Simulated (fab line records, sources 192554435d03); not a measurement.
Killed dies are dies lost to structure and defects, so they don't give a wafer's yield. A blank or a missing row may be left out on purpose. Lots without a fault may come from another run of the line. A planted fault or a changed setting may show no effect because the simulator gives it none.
Which tool did it? | flow n5_finfet | 7 lots, 19 wafers sampled, at 4 steps of a route of 1938

WHAT THE GAUGES READ, wafer by wafer
N5_BEOL_M5_CD_MEAS_18: pitch 56 nm, target cd 28 nm.
lot  | measured     | on        | cd_nm (nm)
L281 | day 8 06:37  | cd_sem-02 | 27.8 28.5 28.4
L283 | day 9 03:31  | cd_sem-03 | 27.8 27.8 27.1
L285 | day 10 00:29 | cd_sem-03 | 28.0 28.7
L291 | day 12 03:44 | cd_sem-03 | 27.9 27.9 27.6
L295 | day 12 11:00 | cd_sem-03 | - - -
L298 | day 13 03:49 | cd_sem-01 | 28.9 28.0
L301 | day 14 14:46 | cd_sem-03 | 27.4 27.2 27.5

WHICH TOOL RAN EACH LOT (tool, then ch and the chambers of the sampled wafers, then the start)
lot  | N5_BEOL_M5_ETCH_61                 | N5_BEOL_M5_ETCH_62                 | N5_BEOL_M5_HM_OPEN_17
L281 | rie_diel-05 ch 2,3, day 8 06:07    | rie_diel-05 ch 2,3, day 8 06:09    | rie_metal-02 ch 0,1, day 8 06:20
L283 | rie_diel-05 ch 1,2,3, day 9 02:52  | rie_diel-05 ch 1,2,3, day 9 02:54  | rie_metal-01 ch 0,1, day 9 03:04
L285 | rie_diel-01 ch 0,3, day 10 00:07   | rie_diel-01 ch 0,3, day 10 00:11   | rie_metal-03 ch 0,1, day 10 00:22
L291 | rie_diel-05 ch 0,1,3, day 12 03:22 | rie_diel-05 ch 0,1,3, day 12 03:23 | rie_metal-01 ch 0,1, day 12 03:33
L295 | rie_diel-06 ch 0,2,3, day 12 10:37 | rie_diel-06 ch 0,2,3, day 12 10:39 | rie_metal-03 ch 0,1, day 12 10:49
L298 | rie_diel-06 ch 0,3, day 13 03:26   | rie_diel-06 ch 0,3, day 13 03:28   | rie_metal-03 ch 1, day 13 03:38
L301 | rie_diel-05 ch 0,1,2, day 14 14:23 | rie_diel-05 ch 0,1,2, day 14 14:25 | rie_metal-01 ch 0,1, day 14 14:34
- N5_BEOL_M5_ETCH_61: etches SiARC in CF4, target depth 15.6 nm, time 26 s.
- N5_BEOL_M5_ETCH_62: etches SOC in N2/H2, target depth 75 nm, overetch 15 nm, time 112.5 s.
- N5_BEOL_M5_HM_OPEN_17: chemistry Cl2/BCl3, target TiN, target depth 20 nm, overetch 6 nm.

THE ANSWER, worked out from the rows above alone
Rule: what is usual is taken from the lots themselves. Put in order of their means at a reading, lots are off if they are a third of the lots or fewer, leave a main group of 4 or more, and stand apart from it by a gap of 3 or more times the standard deviation of the main group's means; of several such gaps the widest counts. A main group whose means are all the same, to the digits that the tables above print for the reading, isn't used. A lot without any number at a reading at which 4 lots or more have one is off too. The other lots that the step has rows for count as sound.
Off: L295, at N5_BEOL_M5_CD_MEAS_18 (cd_nm). Without a number there: L295. The main group: mean 28.0 nm, standard deviation 0.41.
A tool fits if, at a process step before that reading, it ran every lot that is off, and no sound lot after the first of them. The gauges at N5_BEOL_M5_CD_MEAS_18 are tried like those tools. None of those tried fits.

WHAT THE SIMULATOR HAD PUT IN
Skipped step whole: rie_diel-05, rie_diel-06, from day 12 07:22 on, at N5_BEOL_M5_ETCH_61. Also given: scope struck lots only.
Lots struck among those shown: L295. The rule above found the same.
